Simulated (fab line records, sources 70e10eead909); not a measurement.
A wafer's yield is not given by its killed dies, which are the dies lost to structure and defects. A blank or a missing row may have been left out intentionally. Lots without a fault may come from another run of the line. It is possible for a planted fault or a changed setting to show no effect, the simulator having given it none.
fab line records + flow nandHarc + part 2 of 2: steps 33 to 41 of 41
record
- lots=5
- wafers=15
- lastDay=32
route steps=1302 shown P_GATE@114
lots untouched by any fault: they come from a run of this same line in which no faults occurred
startH: hours from the record's first day to the start of the lot's first wafer shown + waitH: hours from the lot's prior step to this one + " unchanged from the row above + L1.1+2: a single row standing in for several wafers + - no value, or no start was given + * or withheld: withheld + < > ~ a bound
route shown NAME@n: a module of which the file shows steps, and the number in the route of the first + usual: mean and standard deviation over wafers with no fault + same: alike in all rows + chamber/n: place in a boat + sites: each site's reading + _std_site: standard deviation of those values + _edge_site: the outer-site mean with the inner-site mean subtracted + radiusMm: how far each site lies from the wafer's centre + mask NAME#n: copy n + behind: the last tool/chamber to shape the wafer + hold: why the lot went on hold/how many hours it stayed there/how the hold came to an end + device: transistor that didn't switch, given as n, p or np + end of line: tests of these same wafers at the route's end + a step without rows: its recipe alone + killed: count of dies lost to structure and defects at first sort (not the wafer's yield) + map: shows each die of a wafer: x if killed, . if not, _ if none is there
set.NAME: the setting that was run; set.NAME@STEP: the one run at that earlier step + model.NAME: the simulator's own value behind a step, which no gauge read
lots at some steps of the route; a table a step, a row a wafer
services: the hour from which a tool's chamber was out of use, counted from the record's first day as startH (under 0 if before that day), plus the number of hours and why
## steps
# step NHARC_P_GATE_HM_OPEN_105
# recipe
- targetDepthA=3600
- o2FlowSccm=400
- cosFlowSccm=20
- arFlowSccm=0
- rfW=500
- biasW=300
- chemistry=O2/COS
# usual
- drypumpMotorCurrentA=5.7/0.39
- oesProductAu=0.999/0.013
- rfFwdPowerW=497.9/1.5
- rfVppV=467.9/3
- showerheadPlenumPTorr=3.16/0.14
- throttleValvePct=28.330/0.01
| lot.wafer | tool       | chamber | startH | waitH | drypumpMotorCurrentA | oesProductAu | rfFwdPowerW | rfHoursCounterH | rfVppV | showerheadPlenumPTorr | throttleValvePct |
|-----------|------------|---------|--------|-------|----------------------|--------------|-------------|-----------------|--------|-----------------------|------------------|
| L076.4    | rieDiel-04 | 1       | -      | -     | 5.0                  | 1.027        | 498.2       | 6.3             | 469.2  | 3.15                  | 28.338           |
| L076.2    | "          | 3       | "      | "     | 5.2                  | 1.000        | 496.1       | 6.4             | 463.7  | 2.93                  | 28.344           |
| L076.5    | "          | 1       | "      | "     | 5.0                  | 1.012        | 497.3       | -               | 469.0  | 3.15                  | 28.303           |
| L077.3    | rieDiel-11 | 0       | -      | -     | 6.1                  | 0.999        | 500.4       | 1.6             | 469.6  | 3.20                  | 28.347           |
| L077.2    | "          | 1       | "      | "     | 5.6                  | 1.010        | 498.3       | 1.6             | 472.7  | 3.32                  | 28.334           |
| L077.4    | "          | 2       | "      | "     | 5.9                  | 1.003        | 497.0       | 2.4             | 468.4  | 3.18                  | 28.320           |
| L081.4    | rieDiel-04 | 3       | -      | -     | 5.2                  | 0.986        | 498.1       | 9.4             | 461.7  | 2.93                  | 28.339           |
| L081.6    | "          | 2       | "      | "     | 5.8                  | 0.984        | 497.1       | -               | 471.1  | 3.33                  | 28.345           |
| L081.5    | "          | 3       | "      | "     | 5.3                  | 0.983        | 497.5       | -               | 461.5  | 2.93                  | 28.301           |
| L083.4    | rieDiel-01 | 1       | -      | -     | 6.0                  | 1.006        | 497.4       | 9.0             | 467.1  | 3.26                  | 28.327           |
| L083.2    | "          | 2       | "      | "     | 5.8                  | 0.991        | 495.5       | 9.8             | 471.3  | 3.31                  | 28.332           |
| L083.1    | "          | 0       | "      | "     | 6.4                  | 1.001        | 500.3       | 7.9             | 463.3  | 2.99                  | 28.323           |
| L095.1    | rieDiel-01 | 2       | -      | -     | 5.7                  | 1.009        | 497.5       | 7.2             | 472.9  | 3.31                  | 28.332           |
| L095.3    | "          | 0       | "      | "     | 6.4                  | 0.981        | 498.0       | 7.4             | 466.1  | 2.99                  | 28.337           |
| L095.6    | "          | 3       | "      | "     | 5.9                  | 1.011        | 496.7       | -               | 468.0  | 3.10                  | 28.338           |
# step NHARC_P_GATE_STRIP_106
# recipe
- o2FlowSccm=400
- cosFlowSccm=20
- arFlowSccm=0
- biasW=0
- chemistry=O2/COS
| lot.wafer  | tool       | chamber | startH | waitH |
|------------|------------|---------|--------|-------|
| L076.4+2+5 | rieDiel-04 | 0,1,3   | -      | -     |
| L077.3+2+4 | rieDiel-11 | 0,2,3   | -      | -     |
| L081.4+5+6 | rieDiel-04 | 2,0,1   | -      | -     |
| L083.1+2+4 | rieDiel-01 | 3,0,1   | -      | -     |
| L095.1+3+6 | rieDiel-01 | 1,3,1   | -      | -     |
# step NHARC_P_GATE_ETCH_114
# recipe
- targetDepthA=300
- overetchA=30
- timeS=16.5
- ionEnergyEv=100
- cf4FlowSccm=80
- o2FlowSccm=20
- arFlowSccm=0
- rfW=300
- biasW=100
- chemistry=CF4/O2
# usual
- drypumpMotorCurrentA=5.7/0.41
- oesProductAu=1.000/0.012
- rfFwdPowerW=293.6/1.7
- rfVppV=198.1/1.4
- showerheadPlenumPTorr=1.34/0.059
- throttleValvePct=13.397/0.0093
| lot.wafer | tool       | chamber | startH | waitH | drypumpMotorCurrentA | oesProductAu | rfFwdPowerW | rfHoursCounterH | rfVppV | showerheadPlenumPTorr | throttleValvePct |
|-----------|------------|---------|--------|-------|----------------------|--------------|-------------|-----------------|--------|-----------------------|------------------|
| L076.2    | rieDiel-04 | 0       | -      | -     | 5.3                  | 0.997        | 295.4       | 6.8             | 196.9  | 1.29                  | 13.379           |
| L076.4    | "          | 3       | "      | "     | 5.2                  | 0.984        | 294.4       | 6.4             | 195.7  | 1.25                  | 13.401           |
| L076.5    | "          | 0       | "      | "     | 5.3                  | 1.009        | 296.5       | -               | 197.5  | 1.29                  | 13.398           |
| L077.2    | rieDiel-11 | 0       | -      | -     | 6.1                  | 0.984        | 292.0       | 1.6             | 198.9  | 1.37                  | 13.412           |
| L077.3    | "          | 1       | "      | "     | 5.6                  | 1.011        | 292.8       | 1.6             | 201.3  | 1.42                  | 13.391           |
| L077.4    | "          | 3       | "      | "     | 5.4                  | 0.983        | 292.7       | 2.4             | 198.5  | 1.38                  | 13.393           |
| L081.4    | rieDiel-04 | 1       | -      | -     | 5.0                  | 1.017        | 291.9       | 6.8             | 197.4  | 1.35                  | 13.393           |
| L081.5    | "          | 3       | "      | "     | 5.2                  | 0.985        | 294.0       | -               | 197.2  | 1.25                  | 13.389           |
| L081.6    | "          | 0       | "      | "     | 5.4                  | 1.003        | 295.5       | -               | 197.6  | 1.29                  | 13.387           |
| L083.1    | rieDiel-01 | 3       | -      | -     | 5.8                  | 1.003        | 295.0       | 10.1            | 198.4  | 1.33                  | 13.396           |
| L083.2    | "          | 0       | "      | "     | 6.4                  | 0.994        | 296.2       | 7.9             | 196.9  | 1.28                  | 13.403           |
| L083.4    | "          | 1       | "      | "     | 6.0                  | 1.000        | 294.1       | 9.1             | 197.1  | 1.40                  | 13.400           |
| L095.3    | rieDiel-01 | 1       | -      | -     | 6.0                  | 0.995        | 292.5       | 7.7             | 199.3  | 1.39                  | 13.389           |
| L095.1    | "          | 3       | "      | "     | 5.8                  | 1.010        | 293.5       | 7.0             | 196.1  | 1.32                  | 13.388           |
| L095.6    | "          | 2       | "      | "     | 5.7                  | 1.025        | 290.7       | -               | 198.2  | 1.42                  | 13.386           |
# step NHARC_P_GATE_ETCH_32
# recipe
- targetDepthA=1500
- overEtchFrac=1
- overEtchIonEnergyEv=40
- timeS=100.1
- hbrFlowSccm=150
- cl2FlowSccm=50
- rfW=400
- icpW=400
- biasW=100
- chemistry=HBr/Cl2
# usual
- drypumpMotorCurrentA=5.5/0.44
- oesProductAu=1.000/0.015
- rfFwdPowerW=397.1/1.4
- throttleValvePct=26.407/0.0092
| lot.wafer | tool     | chamber | startH | waitH | drypumpMotorCurrentA | oesProductAu | rfFwdPowerW | rfHoursCounterH | throttleValvePct |
|-----------|----------|---------|--------|-------|----------------------|--------------|-------------|-----------------|------------------|
| L076.4    | rieSi-04 | 2       | 121.93 | -     | 5.7                  | 0.978        | 398.0       | 0.67            | 26.399           |
| L076.2    | "        | 0       | "      | "     | 5.5                  | 0.972        | 399.0       | 0.66            | 26.423           |
| L076.5    | "        | 2       | "      | "     | 5.7                  | 0.977        | 394.6       | -               | 26.399           |
| L077.4    | rieSi-03 | 1       | 132.10 | -     | 5.3                  | 1.009        | 398.6       | 0.39            | 26.400           |
| L077.2    | "        | 3       | "      | "     | 5.4                  | 0.990        | 397.7       | 0.45            | 26.411           |
| L077.3    | "        | 0       | "      | "     | 5.6                  | 0.998        | 398.0       | 0.44            | 26.402           |
| L081.4    | rieSi-04 | 1       | 176.77 | -     | 5.1                  | 1.020        | 397.4       | 0.02            | 26.417           |
| L081.6    | "        | 1       | "      | "     | 5.1                  | 1.020        | 396.8       | -               | 26.409           |
| L081.5    | "        | 2       | "      | "     | 5.7                  | 0.987        | 398.6       | -               | 26.429           |
| L083.1    | rieSi-04 | 0       | 194.39 | -     | 5.4                  | 1.013        | 395.7       | 0.15            | 26.404           |
| L083.2    | "        | 1       | "      | "     | 5.1                  | 1.034        | 396.8       | 0.16            | 26.413           |
| L083.4    | "        | 3       | "      | "     | 5.4                  | 0.994        | 398.3       | 0.18            | 26.392           |
| L095.3    | rieSi-01 | 1       | 312.65 | -     | 5.0                  | 1.000        | 394.5       | 0.61            | 26.404           |
| L095.1    | "        | 2       | "      | "     | 6.7                  | 1.001        | 397.4       | 0.56            | 26.416           |
| L095.6    | "        | 3       | "      | "     | 5.1                  | 1.002        | 399.5       | -               | 26.425           |
# step NHARC_P_GATE_STRIP_108
# recipe
- o2FlowSccm=500
- arFlowSccm=0
- biasW=0
- chemistry=O2
# usual
- drypumpMotorCurrentA=5.6/0.37
- oesProductAu=1.000/0.012
- rfVppV=57.8/0.88
- showerheadPlenumPTorr=3.57/0.15
- throttleValvePct=17.038/0.0094
| lot.wafer | tool       | chamber | startH | waitH | drypumpMotorCurrentA | oesProductAu | rfHoursCounterH | rfVppV | showerheadPlenumPTorr | throttleValvePct |
|-----------|------------|---------|--------|-------|----------------------|--------------|-----------------|--------|-----------------------|------------------|
| L076.4    | rieDiel-01 | 1       | 122.09 | -     | 6.0                  | 1.008        | 4.6             | 58.9   | 3.68                  | 17.028           |
| L076.2    | "          | 0       | "      | "     | 6.5                  | 1.006        | 3.7             | 58.0   | 3.39                  | 17.016           |
| L076.5    | "          | 2       | "      | "     | 5.7                  | 0.986        | -               | 58.1   | 3.74                  | 17.042           |
| L077.4    | rieDiel-01 | 2       | 132.26 | -     | 5.7                  | 0.976        | 5.6             | 58.4   | 3.74                  | 17.046           |
| L077.2    | "          | 3       | "      | "     | 5.9                  | 1.011        | 6.3             | 58.3   | 3.51                  | 17.056           |
| L077.3    | "          | 0       | "      | "     | 6.4                  | 1.005        | 3.9             | 57.3   | 3.39                  | 17.045           |
| L081.4    | rieDiel-04 | 1       | 176.98 | -     | 5.0                  | 1.008        | 6.8             | 58.2   | 3.56                  | 17.035           |
| L081.6    | "          | 2       | "      | "     | 5.8                  | 0.986        | -               | 58.1   | 3.76                  | 17.046           |
| L081.5    | "          | 3       | "      | "     | 5.2                  | 0.988        | -               | 56.7   | 3.31                  | 17.034           |
| L083.1    | rieDiel-04 | 0       | 194.56 | -     | 5.4                  | 0.997        | 0.3             | 57.3   | 3.40                  | 17.023           |
| L083.2    | "          | 2       | "      | "     | 5.8                  | 0.993        | 0.3             | 60.3   | 3.76                  | 17.040           |
| L083.4    | "          | 3       | "      | "     | 5.3                  | 0.991        | 0.3             | 56.0   | 3.31                  | 17.034           |
| L095.3    | rieDiel-01 | 0       | 312.78 | -     | 6.4                  | 0.988        | 7.5             | 57.3   | 3.38                  | 17.030           |
| L095.1    | "          | 3       | "      | "     | 5.8                  | 0.997        | 7.0             | 58.6   | 3.50                  | 17.037           |
| L095.6    | "          | 0       | "      | "     | 6.4                  | 0.992        | -               | 57.3   | 3.38                  | 17.034           |
# step NHARC_P_GATE_CD_MEAS_33
# usual
- cdNm=120/3.9
| lot.wafer | tool     | chamber | startH | waitH | cdNm |
|-----------|----------|---------|--------|-------|------|
| L076.2    | cdSem-01 | -       | 122.27 | -     | 123  |
| L076.4    | "        | -       | "      | "     | 125  |
| L076.5    | "        | -       | "      | "     | 124  |
| L077.2    | cdSem-03 | -       | 132.43 | -     | 118  |
| L077.3    | "        | -       | "      | "     | 119  |
| L077.4    | "        | -       | "      | "     | 120  |
| L081.4    | cdSem-03 | -       | 177.11 | -     | 120  |
| L081.5    | "        | -       | "      | "     | 126  |
| L081.6    | "        | -       | "      | "     | 120  |
| L083.1    | cdSem-02 | -       | 194.73 | -     | 119  |
| L083.2    | "        | -       | "      | "     | 122  |
| L083.4    | "        | -       | "      | "     | 115  |
| L095.1    | cdSem-02 | -       | 312.95 | -     | 118  |
| L095.3    | "        | -       | "      | "     | 114  |
| L095.6    | "        | -       | "      | "     | 124  |
# step NHARC_P_GATE_STRIP_35
# recipe
- timeS=600
- tempC=130
- chemistry=SPM
| lot.wafer  | tool        | chamber | startH | waitH |
|------------|-------------|---------|--------|-------|
| L076.5+4+2 | wetBench-07 | 3,6,7   | 122.35 | 0.1   |
| L077.4+2+3 | wetBench-03 | 3,4,7   | 132.52 | 0.1   |
| L081.5+6+4 | wetBench-03 | 4,5,7   | 177.19 | 0.1   |
| L083.2+1+4 | wetBench-01 | 1,3,5   | 194.81 | 0.1   |
| L095.6+3+1 | wetBench-01 | 7,1,4   | 313.04 | 0.1   |
# step NHARC_P_GATE_PRECLEAN_73
# recipe
- timeS=*
- tempC=50
- bathAgeMin=0
- chemistry=SC1
| lot.wafer  | tool        | chamber | startH | waitH |
|------------|-------------|---------|--------|-------|
| L076.5+4+2 | wetBench-07 | 3,6,7   | -      | -     |
| L077.4+2+3 | wetBench-03 | 3,4,7   | -      | -     |
| L081.5+6+4 | wetBench-03 | 4,5,7   | -      | -     |
| L083.2+1+4 | wetBench-01 | 1,3,5   | -      | -     |
| L095.6+3+1 | wetBench-01 | 7,1,4   | -      | -     |
# step NHARC_P_GATE_SRD_74
| lot.wafer  | tool        | chamber | startH | waitH |
|------------|-------------|---------|--------|-------|
| L076.5+4+2 | wetBench-07 | 3,6,7   | -      | -     |
| L077.4+2+3 | wetBench-03 | 3,4,7   | -      | -     |
| L081.5+6+4 | wetBench-03 | 4,5,7   | -      | -     |
| L083.2+1+4 | wetBench-01 | 1,3,5   | -      | -     |
| L095.6+3+1 | wetBench-01 | 7,1,4   | -      | -     |
## services
| tool          | chamber | startH | hours | kind   |
|---------------|---------|--------|-------|--------|
| rieDiel-01    | 0       | 98.42  | 22.5  | repair |
| lithoTrack-03 | -       | 100.00 | 7.0   | pm     |
| wetBench-01   | -       | 101.60 | 8.0   | pm     |
| rieDiel-04    | 3       | 113.60 | 2.4   | repair |
| lithoTrack-05 | -       | 124.00 | 7.0   | pm     |
| rieDiel-04    | 1       | 126.25 | 39.3  | repair |
| furnace-08    | -       | 130.11 | 17.3  | repair |
| lithoTrack-01 | -       | 155.00 | 7.0   | pm     |
| rieDiel-11    | 1       | 155.33 | 12.0  | repair |
| rieDiel-04    | -       | 177.90 | 9.0   | pm     |
| lithoTrack-06 | -       | 179.00 | 7.0   | pm     |
| lithoTrack-04 | -       | 203.00 | 7.0   | pm     |
| rieDiel-01    | -       | 203.80 | 9.0   | pm     |
| wetBench-03   | -       | 210.44 | 8.0   | pm     |
| lithoTrack-02 | -       | 227.00 | 7.0   | pm     |
| pecvd-02      | -       | 227.38 | 13.0  | pm     |
| rieDiel-11    | 1       | 230.55 | 4.0   | repair |
| rieDiel-11    | -       | 234.75 | 0.2   | repair |
| rieDiel-11    | -       | 255.50 | 9.0   | pm     |
| rieDiel-11    | 0       | 269.67 | 9.7   | repair |
| lithoTrack-03 | -       | 275.00 | 7.0   | pm     |
| wetBench-01   | -       | 277.60 | 8.0   | pm     |
| lithoTrack-05 | -       | 299.00 | 7.0   | pm     |
| rieDiel-11    | -       | 311.39 | 0.4   | repair |
